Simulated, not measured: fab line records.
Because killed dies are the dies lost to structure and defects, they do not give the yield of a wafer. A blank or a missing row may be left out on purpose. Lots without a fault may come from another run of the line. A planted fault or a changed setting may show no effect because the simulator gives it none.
Which tool was responsible? -- flow nand harc -- 18 wafers from 6 lots sampled at 5 of the route's 1302 steps

== WHAT EACH GAUGE READ, for each wafer ==
NHARC_END_SORT_01.
lot,measured,on,killed at array
L571,day 25 19:09,prober-02,675 671 671

== WHAT TOOL EACH LOT RAN ON (gives the tool, then ch and the chambers of the sampled wafers, and finally the start) ==
lot,NHARC_A_CHANNEL_HOLE_D1_ETCH_33,NHARC_A_CHANNEL_FILL_D1_ALD_14,NHARC_A_CHANNEL_FILL_D1_CVD_18,NHARC_A_CHANNEL_FILL_D1_STRIP_29
L571,"har etch-02 ch 0,1, day 10 08:59","ald hk-03 ch 0,1, day 10 18:01","lpcvd poly-03, day 11 09:01","rie diel-01 ch 0,1,2, day 25 19:09 or earlier"
L576,"har etch-01 ch 0,1, day 12 06:49","ald hk-04 ch 0,1, day 12 15:44","lpcvd poly-01 ch 0, day 13 06:31","rie diel-01 ch 0,2,3, day 14 02:09"
L582,"har etch-01 ch 0,1, day 14 17:01","ald hk-01 ch 0,3, day 15 03:10","lpcvd poly-03 ch 0, day 15 18:13","rie diel-13 ch 0,2, no start"
L583,"har etch-02 ch 0,1, day 15 14:42","ald hk-03 ch 0,1, day 16 01:38","lpcvd poly-01 ch 0, day 16 16:36","rie diel-01 ch 0,1,3, day 17 12:38"
L588,"har etch-01 ch 0, day 17 06:23","ald hk-04 ch 0,1,2, day 17 15:28","lpcvd poly-03 ch 0, day 18 06:21","rie diel-05 ch 0,2, no start"
L589,"har etch-02 ch 0, day 19 14:44","ald hk-03 ch 1,3, day 19 20:55","lpcvd poly-04 ch 0, day 20 11:46","rie diel-13 ch 0,1,2, no start"
- NHARC_A_CHANNEL_HOLE_D1_ETCH_33: etches the open film in C4F8/O2/Ar, time 90 s, target depth 400 nm.
- NHARC_A_CHANNEL_FILL_D1_ALD_14: deposits SiO2, target thk 2.5 nm, pulse time 10 s, ald cycles 25.
- NHARC_A_CHANNEL_FILL_D1_CVD_18: deposits poly-Si, target thk 3 nm.
- NHARC_A_CHANNEL_FILL_D1_STRIP_29: strips in O2, time 20 s.

== THE ANSWER, worked out from the rows above alone ==
Rule: usual is defined by the lots themselves. The widest of any qualifying gaps counts: lots, ordered by their means at a reading, are off when they make up no more than a third of the lots, leave a main group of 4 or more, and stand apart from it by 3 or more times the standard deviation of that group's means. If all means in a main group match to the digits the tables above print for the reading, that group is not used. Also off: a lot with no number at a reading for which 4 or more lots have one. The other lots that the step has rows for count as sound.
None of the lots is off at any reading shown; this tells nothing.

== WHAT WAS PUT IN BY THE SIMULATOR ==
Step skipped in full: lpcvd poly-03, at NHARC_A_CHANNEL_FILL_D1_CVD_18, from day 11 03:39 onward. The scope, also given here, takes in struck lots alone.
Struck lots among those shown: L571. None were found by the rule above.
